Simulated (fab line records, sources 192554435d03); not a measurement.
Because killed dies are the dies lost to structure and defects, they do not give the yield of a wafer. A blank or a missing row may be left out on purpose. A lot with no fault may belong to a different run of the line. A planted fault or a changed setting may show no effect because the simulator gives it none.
fab line records	flow n5Finfet
record: lots: 7	wafers: 21
route steps=1938 shown BEOL_M2@844 BEOL_M3@981 BEOL_M4@1070 BEOL_M5@1120
startH: the number of hours between the record's first day and the start of the first shown wafer of the lot	waitH: hours since the lot's step before	" repeats the value in the row above	L1.1+2: several wafers, shown together as one row	- no value, or no start given	* or withheld: withheld	< > ~ a bound
route shown NAME@n: NAME is a module with steps in the file, n the number in the route of the first one	usual: mean/standard deviation taken from wafers without a fault	same: alike in all rows	chamber/n: place in a boat	sites: per-site readings	_std_site: standard deviation across them	_edge_site: inner sites' mean taken away from outer sites' mean	radiusMm: for every site, how far away it sits from the centre of the wafer	mask NAME#n: copy n	behind: the most recent tool/chamber to have shaped the wafer	hold: why the lot was held/for how many hours/how that ended	device: the transistor (n, p or np) that didn't switch	end of line: the route-end tests of the same wafers	a step without rows: its recipe alone	killed: count of dies lost to structure and defects at first sort (not the wafer's yield)	map: a wafer's dies, marking killed ones x, the rest . and places with no die _
set.NAME: the run value of the setting; set.NAME@STEP: its run value at that earlier step	model.NAME: the simulator's own value behind a step, which no gauge read
one table per step and one row per wafer, for lots whose settings were changed on purpose
== steps ==
step: N5_BEOL_M2_HM_DEP_02
recipe: material: TiN	targetThkA: 200	tempC: 25	chamberPressurePa: 0.49996
lot.wafer	tool	chamber	startH	waitH	set.targetThkA	model.TiN_of_BEOL_M2_HM_DEP_02.thkNm
L080.2	pvdSputter-01	-	177.46	0.4	200	20
L080.3	"	-	"	"	188.2	19.2
L080.6	"	-	"	"	200	20.2
L084.1+5	pvdSputter-01	-	197.64	1.0	179.4	18
L084.4	"	-	"	"	179.4	17.8
L086.2	pvdSputter-02	-	204.72	2.0	200	20
L086.3	"	-	"	"	193.2	19
L086.5	"	-	"	"	200	19.6
L087.4	pvdSputter-03	-	210.15	0.9	200	20.2
L087.5	"	-	"	"	200	20
L087.6	"	-	"	"	184.1	18.2
L088.1+4	pvdSputter-02	-	215.06	0.2	200	20
L088.5	"	-	"	"	208	21
L091.1+3+6	pvdSputter-03	-	239.16	1.1	200	20.2
L096.1+6	pvdSputter-01	-	268.45	0.2	192.6	19.6
L096.5	"	-	"	"	200	20.4
step: N5_BEOL_M2_COAT_61
recipe: resist: SOC	tempC: 250	timeS: 60	spinRpm: 1500	resistThkNm: 60
step: N5_BEOL_M2_COAT_62
recipe: resist: SiARC	tempC: 220	timeS: 60	spinRpm: 1500	resistThkNm: 12
step: N5_BEOL_M2_STRIP_75
recipe: chemistry: N2/H2	tempC: 40	n2FlowSccm: 200	h2FlowSccm: 200	rfFrequencyHz: 6e+07
step: N5_BEOL_M2_STRIP_66
recipe: chemistry: CF4	resist: SiARC	powerW: 300	biasPowerW: 75	pressureMtorr: 50	cf4FlowSccm: 150	rfFrequencyHz: 6e+07
step: N5_BEOL_M2_HM_OPEN_17
recipe: chemistry: Cl2/BCl3	targetDepthA: 200	overetchA: 60	target: TiN	maskMaterial: SOC	ionEnergyEv: 150	pressureMtorr: 10	icpW: 1000	biasW: 126	Cl2_flow_sccm: 53.25	bcl3FlowSccm: 21.75	Ar_flow_sccm: 25
lot.wafer	tool	chamber	startH	waitH	set.targetThkA@BEOL_M2_HM_DEP_02	model.etch.depthNm
L080.2	rieMetal-01	1	178.31	0.0	200	19.95
L080.3	"	0	"	"	188.2	19.15
L080.6	"	0	"	"	200	20.1
L084.1+5	rieMetal-03	0	198.41	0.0	179.4	17.93
L084.4	"	1	"	"	179.4	17.86
L086.2	rieMetal-03	1	205.62	0.0	200	20.06
L086.3	"	0	"	"	193.2	19.04
L086.5	"	1	"	"	200	19.61
L087.4	rieMetal-03	0	211.17	0.1	200	20.11
L087.5	"	1	"	"	200	20.04
L087.6	"	0	"	"	184.1	18.3
L088.1	rieMetal-02	1	215.83	0.0	200	19.92
L088.4	"	0	"	"	200	20
L088.5	"	1	"	"	208	21.08
L091.1	rieMetal-02	0	240.11	0.0	200	20.23
L091.3	"	1	"	"	200	20.16
L091.6	"	0	"	"	200	20.14
L096.1	rieMetal-01	0	269.40	0.0	192.6	19.57
L096.5	"	0	"	"	200	20.41
L096.6	"	1	"	"	192.6	19.64
step: N5_BEOL_M2_STRIP_19
recipe: chemistry: O2	powerW: 400	tempC: 40	pressureMtorr: 30	rfFrequencyHz: 6e+07	biasPowerW: 0	overashFraction: 0.2	o2FlowSccm: 225
step: N5_BEOL_M2_STRIP_83
recipe: chemistry: C4F6/O2	resist: SiARC	rfFrequencyHz: 6e+07
step: N5_BEOL_M2_STRIP_36
recipe: chemistry: N2/H2	powerW: 450	tempC: 40	pressureMtorr: 20	rfFrequencyHz: 6e+07	overashFraction: 0.3	biasPowerW: 7	h2Frac: 0.5	n2FlowSccm: 200	h2FlowSccm: 200
step: N5_BEOL_M2_TRENCH_ETCH_37
recipe: chemistry: C4F6/O2	targetDepthA: 555.55	target: SiOC	timeS: 29.2	ionEnergyEv: 250	pressureMtorr: 30	sourceW: 355	biasW: 185	Ar_flow_sccm: 300	C4F6_flow_sccm: 10	O2_flow_sccm: 10
lot.wafer	tool	chamber	startH	waitH	set.targetThkA@BEOL_M2_HM_DEP_02	model.TiN_of_BEOL_M2_HM_DEP_02.thkNm
L080.2	rieDiel-03	1	-	-	200	17.6
L080.3	"	3	"	"	188.2	16.8
L080.6	"	0	"	"	200	17.8
L084.1+5	rieDiel-04	1	-	-	179.4	15.6
L084.4	"	2	"	"	179.4	15.4
L086.2	rieDiel-02	3	-	-	200	17.6
L086.3	"	1	"	"	193.2	16.6
L086.5	"	3	"	"	200	17.2
L087.4	rieDiel-03	3	-	-	200	17.8
L087.5	"	1	"	"	200	17.6
L087.6	"	0	"	"	184.1	15.8
L088.1	rieDiel-02	2	-	-	200	17.6
L088.4	"	0	"	"	200	17.8
L088.5	"	3	"	"	208	18.6
L091.1	rieDiel-02	0	-	-	200	18
L091.3+6	"	2,3	"	"	200	17.8
L096.1	rieDiel-02	2	-	-	192.6	17.2
L096.5	"	2	"	"	200	18
L096.6	"	1	"	"	192.6	17.4
step: N5_BEOL_M3_ETCH_41
recipe: chemistry: CH3F/O2	target: SiCN	targetDepthA: 299	taperDeg: 2	timeS: 52.5	ionEnergyEv: 120	maskMaterial: TiN	pressureMtorr: 30	sourceW: 395	biasW: 75	Ar_flow_sccm: 150	CH3F_flow_sccm: 30	O2_flow_sccm: 20
lot.wafer	tool	chamber	startH	waitH	set.targetDepthA	model.etch.depthNm
L080.2	rieDiel-06	0	-	-	299	19.25
L080.3	"	2	"	"	269.1	17.67
L080.6	"	1	"	"	299	19.71
L086.2	rieDiel-01	3	-	-	299	19.64
L086.3	"	0	"	"	324.3	20.93
L086.5	"	0	"	"	299	19.29
L084.1	rieDiel-01	2	-	-	299	19.81
L084.4	"	3	"	"	267.7	17.79
L084.5	"	0	"	"	267.7	17.62
L088.1	rieDiel-05	0	-	-	299	19.92
L088.4	"	1	"	"	299	19.91
L088.5	"	2	"	"	299	19.71
L087.4	rieDiel-01	3	-	-	331.9	21.96
L087.5	"	3	"	"	331.9	21.8
L087.6	"	0	"	"	299	19.45
L091.1+6	rieDiel-06	3	-	-	299	20.44
L091.3	"	0	"	"	299	19.33
L096.1	rieDiel-01	2	-	-	316.7	21.11
L096.5	"	2	"	"	299	19.87
L096.6	"	3	"	"	299	19.68
step: N5_BEOL_M4_TRENCH_ETCH_37
recipe: chemistry: C4F6/O2	targetDepthA: 555.55	target: SiOC	timeS: 29.2	ionEnergyEv: 250	pressureMtorr: 30	sourceW: 355	biasW: 185	Ar_flow_sccm: 300	C4F6_flow_sccm: 10	O2_flow_sccm: 10
lot.wafer	tool	chamber	startH	waitH	set.timeS	model.etch.depthNm	model.BEOL_M4.featureDepthNm
L080.2	rieDiel-03	0	-	-	29.2	56.64	56.6
L080.3	"	2	"	"	33.63	64.19	64.2
L080.6	"	2	"	"	33.63	64.23	64.2
L086.2	rieDiel-03	2	-	-	33.86	63.62	63.6
L086.3	"	3	"	"	29.2	53.35	53.4
L086.5	"	1	"	"	29.2	54	54
L084.1	rieDiel-02	0	-	-	31.21	57.83	57.8
L084.4	"	3	"	"	29.2	56.26	56.2
L084.5	"	2	"	"	29.2	54.84	54.8
L087.4	rieDiel-02	0	-	-	24.07	45.59	45.6
L087.5	"	3	"	"	24.07	47.12	47.2
L087.6	"	0	"	"	24.07	45.28	45.2
L088.1	rieDiel-04	2	-	-	32.3	61.86	61.8
L088.4	"	0	"	"	29.2	57.02	57
L088.5	"	1	"	"	32.3	60.88	60.8
L091.1	rieDiel-03	1	-	-	29.2	55.5	55.6
L091.3	"	3	"	"	29.2	54.86	54.8
L091.6	"	1	"	"	29.2	55.5	55.4
L096.1	rieDiel-04	2	-	-	29.2	57.03	57
L096.5	"	0	"	"	25.24	49.07	49
L096.6	"	1	"	"	29.2	55.95	56
step: N5_BEOL_M4_ETCH_41
recipe: chemistry: CH3F/O2	target: SiCN	targetDepthA: 299	taperDeg: 2	timeS: 52.5	ionEnergyEv: 120	maskMaterial: TiN	pressureMtorr: 30	sourceW: 395	biasW: 75	Ar_flow_sccm: 150	CH3F_flow_sccm: 30	O2_flow_sccm: 20
step: N5_BEOL_M4_STRIP_97
recipe: chemistry: N2/H2	timeS: 10	powerW: 450	tempC: 40	pressureMtorr: 20	rfFrequencyHz: 6e+07	biasPowerW: 7	n2FlowSccm: 200	h2FlowSccm: 200
step: N5_BEOL_M4_OCD_MEAS_38
usual: trenchDepthNm: 55.6/1
lot.wafer	tool	chamber	startH	waitH	set.timeS@BEOL_M4_TRENCH_ETCH_37	trenchDepthNm
L080.2	ocd-02	-	214.05	-	29.2	56.4
L080.3	"	-	"	"	33.63	64.0
L080.6	"	-	"	"	33.63	64.2
L086.2	ocd-02	-	232.23	-	33.86	63.4
L086.3	"	-	"	"	29.2	53.7
L086.5	"	-	"	"	29.2	53.8
L084.1	ocd-01	-	233.56	-	31.21	58.0
L084.4	"	-	"	"	29.2	56.5
L084.5	"	-	"	"	29.2	55.1
L087.4	ocd-01	-	240.13	-	24.07	45.7
L087.5	"	-	"	"	24.07	48.0
L087.6	"	-	"	"	24.07	45.7
L088.1	ocd-02	-	240.23	-	32.3	61.7
L088.4	"	-	"	"	29.2	56.8
L088.5	"	-	"	"	32.3	60.7
L091.1	ocd-02	-	279.58	-	29.2	55.2
L091.3	"	-	"	"	29.2	54.5
L091.6	"	-	"	"	29.2	55.9
L096.1	ocd-01	-	299.40	-	29.2	56.9
L096.5	"	-	"	"	25.24	48.9
L096.6	"	-	"	"	29.2	56.0
step: N5_BEOL_M4_HM_STRIP_39
recipe: chemistry: peroxideTinStrip	material: TiN	targetDepthA: 250	tempC: 50	timeS: 158
step: N5_BEOL_M4_SRD_40
recipe: timeS: 30	tempC: 23	rinseLiquid: diw	dry: ipaMarangoni
step: N5_BEOL_M4_ECD_50
recipe: material: Cu	targetThkA: 3000
step: N5_BEOL_M4_ANNEAL_51
recipe: tempC: 225	timeS: 90	ambient: N2
step: N5_BEOL_M4_CMP_52
recipe: stopOn: SiOC	tOverpolishS: 6.8	downForcePsi: 1	platenRpm: 50	clearingPlatenDownForcePsi: 1.5	clearingPlatenRpm: 50	postCmpClean: cuAlkaline	targetThkNm: 40	clearingPlatenPadVelocityMS: 0.99484	padVelocityMS: 0.99484
lot.wafer	tool	chamber	startH	waitH	set.timeS@BEOL_M4_TRENCH_ETCH_37	model.Cu_of_BEOL_M4_ECD_50.thkNm
L080.3	cmp-03	3	217.66	0.2	33.63	49.2
L080.2	"	2	"	"	29.2	39.6
L080.6	"	3	"	"	33.63	48.8
L086.2	cmp-01	1	236.16	0.2	33.86	48.8
L086.3	"	2	"	"	29.2	39
L086.5	"	0	"	"	29.2	39.4
L084.1	cmp-02	2	238.64	0.3	31.21	41.8
L084.4	"	3	"	"	29.2	39
L084.5	"	2	"	"	29.2	38.2
L087.4	cmp-01	3	243.73	0.2	24.07	30.2
L087.5	"	0	"	"	24.07	31.4
L087.6	"	1	"	"	24.07	28.8
L088.1	cmp-03	1	245.72	0.3	32.3	44.8
L088.4	"	3	"	"	29.2	44
L088.5	"	1	"	"	32.3	45
L091.1	cmp-01	3	284.30	0.3	29.2	39.2
L091.3	"	0	"	"	29.2	39.6
L091.6	"	0	"	"	29.2	40.4
L096.1	cmp-01	0	302.85	0.4	29.2	41.8
L096.5	"	1	"	"	25.24	35.2
L096.6	"	2	"	"	29.2	41.6
step: N5_BEOL_M4_THK_MEAS_53
recipe: thkMeasGauge: xrf	reads: Cu_of_BEOL_M4_ECD_50
usual: M4_THK: 39.0/1.6
lot.wafer	tool	chamber	startH	waitH	set.timeS@BEOL_M4_TRENCH_ETCH_37	M4_THK[nm]
L080.2	filmMetro-01	-	217.95	-	29.2	38.5
L080.3	"	-	"	"	33.63	48.0
L080.6	"	-	"	"	33.63	47.7
L086.2	filmMetro-01	-	236.42	-	33.86	47.4
L086.3	"	-	"	"	29.2	38.0
L086.5	"	-	"	"	29.2	38.2
L084.1	filmMetro-02	-	238.90	-	31.21	41.2
L084.4	"	-	"	"	29.2	38.4
L084.5	"	-	"	"	29.2	37.6
L087.4	filmMetro-01	-	243.92	-	24.07	29.6
L087.5	"	-	"	"	24.07	30.7
L087.6	"	-	"	"	24.07	28.3
L088.1	filmMetro-01	-	245.98	-	32.3	44.1
L088.4	"	-	"	"	29.2	43.4
L088.5	"	-	"	"	32.3	44.3
L091.1	filmMetro-01	-	284.59	-	29.2	39.0
L091.3	"	-	"	"	29.2	39.2
L091.6	"	-	"	"	29.2	39.9
L096.1	filmMetro-01	-	303.03	-	29.2	40.9
L096.5	"	-	"	"	25.24	34.5
L096.6	"	-	"	"	29.2	40.7
step: N5_BEOL_M4_PRE_CLEAN_60
recipe: gas: NH3/H2	timeS: 15	tempC: *	rfPowerW: 300
step: N5_BEOL_M4_CO_CAP_55
recipe: material: Co	targetThkA: 20	tempC: 200	precursor: CCTBA/H2	pressureTorr: 30	timeS: 102.1
step: N5_BEOL_M4_PRE_CLEAN_56
recipe: gas: NH3	timeS: 15	tempC: withheld	rfPowerW: 300
step: N5_BEOL_M4_DEP_57
recipe: material: SiCN	targetThkA: 80	tempC: withheld	precursor: 3MS/NH3	pressureTorr: 3	rfW: 202	timeS: 14
step: N5_BEOL_M4_RS_MEAS_58
recipe: thkMeasGauge: four-point-probe	reads: Co_of_BEOL_M4_CO_CAP_55+Cu_of_BEOL_M4_ECD_50+Co_of_BEOL_M4_CVD_47+TaN_of_BEOL_M4_ALD_84
usual: M4_RS: 0.68/0.035
lot.wafer	tool	chamber	startH	waitH	set.timeS@BEOL_M4_TRENCH_ETCH_37	M4_RS[ohm/sq]
L080.2	filmMetro-02	-	218.34	0.1	29.2	0.68
L080.3	"	-	"	"	33.63	0.51
L080.6	"	-	"	"	33.63	0.52
L086.2	filmMetro-02	-	236.71	0.1	33.86	0.52
L086.3	"	-	"	"	29.2	0.69
L086.5	"	-	"	"	29.2	0.68
L084.1	filmMetro-01	-	239.16	0.0	31.21	0.63
L084.4	"	-	"	"	29.2	0.69
L084.5	"	-	"	"	29.2	0.71
L087.4	filmMetro-01	-	244.18	0.0	24.07	0.97
L087.5	"	-	"	"	24.07	0.92
L087.6	"	-	"	"	24.07	1.03
L088.1	filmMetro-02	-	246.27	0.1	32.3	0.58
L088.4	"	-	"	"	29.2	0.59
L088.5	"	-	"	"	32.3	0.57
L091.1	filmMetro-01	-	284.85	0.0	29.2	0.69
L091.3	"	-	"	"	29.2	0.68
L091.6	"	-	"	"	29.2	0.66
L096.1	filmMetro-02	-	303.29	0.0	29.2	0.63
L096.5	"	-	"	"	25.24	0.79
L096.6	"	-	"	"	29.2	0.63
step: N5_BEOL_M5_COAT_05
recipe: resist: CAR-EUV	spinRpm: 1500	resistThkNm: 30
lot.wafer	tool	chamber	startH	waitH	set.spinRpm	model.CAR-EUV_of_BEOL_M5_COAT_05.thkNm
L080.2	lithoTrack-05	0	-	-	1564	29.2
L080.3	"	0	"	"	1564	29.4
L080.6	"	0	"	"	1500	30
L086.2+3	lithoTrack-01	0	-	-	1500	30
L086.5	"	0	"	"	1667	28.4
L084.1+4	lithoTrack-05	0	-	-	1392	31.2
L084.5	"	0	"	"	1500	30.2
L087.4	lithoTrack-01	0	-	-	1614	28.8
L087.5+6	"	0	"	"	1500	30
L088.1	lithoTrack-02	0	-	-	1500	30
L088.4	"	0	"	"	1544	29.4
L088.5	"	0	"	"	1544	29.6
L091.1+6	lithoTrack-01	0	-	-	1500	30
L091.3	"	0	"	"	1500	30.2
L096.1+6	lithoTrack-05	0	-	-	1500	30
L096.5	"	0	"	"	1500	30.2
step: N5_BEOL_M5_EBR_07
recipe: solvent: PGMEA	ebrWidthMm: 1.5
step: N5_BEOL_M5_SOFTBAKE_06
recipe: tempC: 110	timeS: 60	resist: CAR-EUV
step: N5_BEOL_M5_EXPOSE_08
recipe: maskId: M5	na: 0.33	sourceShape: annular	sigmaInner: 0.4	sigmaOuter: 0.8	polarization: unpolarized	targetCdNm: 28	doseMj: 35.75
step: N5_BEOL_M5_PEB_09
recipe: pebTempC: 100	pebTimeS: 60	resist: CAR-EUV
step: N5_BEOL_M5_DEVELOP_10
recipe: developTimeS: 30	developer: TMAH	resist: CAR-EUV	rinseLiquid: surfactantRinse	dry: airSpin	devTempC: 23
lot.wafer	tool	chamber	startH	waitH	set.spinRpm@BEOL_M5_COAT_05	model.CAR-EUV_of_BEOL_M5_COAT_05.thkNm
L080.2+3	lithoTrack-02	0	-	-	1564	28.8
L080.6	"	0	"	"	1500	29.4
L086.2+3	lithoTrack-05	0	-	-	1500	29.4
L086.5	"	0	"	"	1667	28
L084.1	lithoTrack-05	0	-	-	1392	30.8
L084.4	"	0	"	"	1392	30.6
L084.5	"	0	"	"	1500	29.6
L087.4	lithoTrack-01	0	-	-	1614	28.4
L087.5	"	0	"	"	1500	29.4
L087.6	"	0	"	"	1500	29.6
L088.1	lithoTrack-02	0	-	-	1500	29.4
L088.4+5	"	0	"	"	1544	29
L091.1+3+6	lithoTrack-01	0	-	-	1500	29.6
L096.1+5+6	lithoTrack-05	0	-	-	1500	29.6
step: N5_BEOL_M5_COAT_22
recipe: resist: CAR-EUV	spinRpm: 1500	resistThkNm: 30
lot.wafer	tool	chamber	startH	waitH	set.spinRpm	model.CAR-EUV_of_BEOL_M5_COAT_22.thkNm
L080.2	lithoTrack-01	0	-	-	1627	28.8
L080.3+6	"	0	"	"	1500	30
L086.2	lithoTrack-02	0	-	-	1334	31.8
L086.3	"	0	"	"	1334	32
L086.5	"	0	"	"	1500	30.2
L084.1+5	lithoTrack-02	0	-	-	1394	31
L084.4	"	0	"	"	1500	30
L087.4+5	lithoTrack-05	0	-	-	1500	30
L087.6	"	0	"	"	1650	28.6
L088.1+5	lithoTrack-05	0	-	-	1423	31
L088.4	"	0	"	"	1423	30.8
L091.1+3+6	lithoTrack-05	0	-	-	1500	30
L096.1+5	lithoTrack-05	0	-	-	1437	30.8
L096.6	"	0	"	"	1500	30
== key ==
split: step: N5_BEOL_M2_HM_DEP_02	setting: targetThkA	stated: 200	by: wafer
response: step: N5_BEOL_M2_HM_DEP_02	reading: model.TiN_of_BEOL_M2_HM_DEP_02.thkNm	change: +0.216	per: 1%	r: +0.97
response: step: N5_BEOL_M2_HM_OPEN_17	reading: model.etch.depthNm	change: +0.212	per: 1%	r: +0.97
response: step: N5_BEOL_M2_TRENCH_ETCH_37	reading: model.TiN_of_BEOL_M2_HM_DEP_02.thkNm	change: +0.211	per: 1%	r: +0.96
split: step: N5_BEOL_M3_ETCH_41	setting: targetDepthA	stated: 299	by: wafer
response: step: N5_BEOL_M3_ETCH_41	reading: model.etch.depthNm	change: +0.199	per: 1%	r: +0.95
split: step: N5_BEOL_M4_TRENCH_ETCH_37	setting: timeS	stated: 29.2	by: wafer
response: step: N5_BEOL_M4_TRENCH_ETCH_37	reading: model.etch.depthNm	change: +0.526	per: 1%	r: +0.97
response: step: N5_BEOL_M4_TRENCH_ETCH_37	reading: model.BEOL_M4.featureDepthNm	change: +0.527	per: 1%	r: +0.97
response: step: N5_BEOL_M4_OCD_MEAS_38	reading: trenchDepthNm	change: +0.525	per: 1%	r: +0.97
response: step: N5_BEOL_M4_CMP_52	reading: model.Cu_of_BEOL_M4_ECD_50.thkNm	change: +0.501	per: 1%	r: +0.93
response: step: N5_BEOL_M4_THK_MEAS_53	reading: M4_THK	change: +0.491	per: 1%	r: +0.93
response: step: N5_BEOL_M4_RS_MEAS_58	reading: M4_RS	change: -0.00937	per: 1%	r: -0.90
split: step: N5_BEOL_M5_COAT_05	setting: spinRpm	stated: 1500	by: wafer
response: step: N5_BEOL_M5_COAT_05	reading: model.CAR-EUV_of_BEOL_M5_COAT_05.thkNm	change: -0.148	per: 1%	r: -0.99
response: step: N5_BEOL_M5_DEVELOP_10	reading: model.CAR-EUV_of_BEOL_M5_COAT_05.thkNm	change: -0.137	per: 1%	r: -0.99
split: step: N5_BEOL_M5_COAT_22	setting: spinRpm	stated: 1500	by: wafer
response: step: N5_BEOL_M5_COAT_22	reading: model.CAR-EUV_of_BEOL_M5_COAT_22.thkNm	change: -0.148	per: 1%	r: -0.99
